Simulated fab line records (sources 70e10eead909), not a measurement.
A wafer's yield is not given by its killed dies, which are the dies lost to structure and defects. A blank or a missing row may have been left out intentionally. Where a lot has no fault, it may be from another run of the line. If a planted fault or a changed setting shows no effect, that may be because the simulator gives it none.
Matching of chambers	flow nandHarc	NHARC_A_CHANNEL_HOLE_D1_DEP_01 on pecvd-04 has 3 sister chambers
The step deposits SiON, target thk 140 nm. 3 wafers are shown with their chamber, then 7 later ones without.

== WAFERS, EACH WITH ITS CHAMBER ==
wafer	chamber	heaterPowerW (W)
L086.5	1	772
L089.1	0	793
L089.3	2	793

== WAFERS WITH NO CHAMBER GIVEN ==
wafer	heaterPowerW (W)
L089.5	823
L090.3	897
L090.4	772
L090.5	914
L097.1	848
L097.2	803
L097.4	844

== EACH ONE'S CHAMBER ==
wafer	from the rows above	in truth
L089.5	can't be placed: 0 or 2 or 1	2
L090.3	can't be placed: 0 or 2 or 1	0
L090.4	can't be placed: 1 or 0 or 2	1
L090.5	can't be placed: 0 or 2 or 1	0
L097.1	can't be placed: 0 or 2 or 1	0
L097.2	can't be placed: 0 or 2 or 1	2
L097.4	can't be placed: 0 or 2 or 1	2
0 of 7 placed correctly. Cannot be placed on the basis of these rows: 7; the candidates contain the true chamber in 7. Number placed wrongly: 0.
How it was worked out, from the rows above alone: a wafer's distance from a chamber is the root of the sum, over the readings, of the square of ((its reading less the chamber's mean) divided by the reading's scatter). If the next closest chamber is less than 2 further off than the closest, the wafer can't be placed; otherwise it belongs to the closest. A chamber's mean is the mean of its shown wafers. The scatter: root of mean squared gap, hidden wafer to nearest shown wafer, with one shown wafer a chamber.
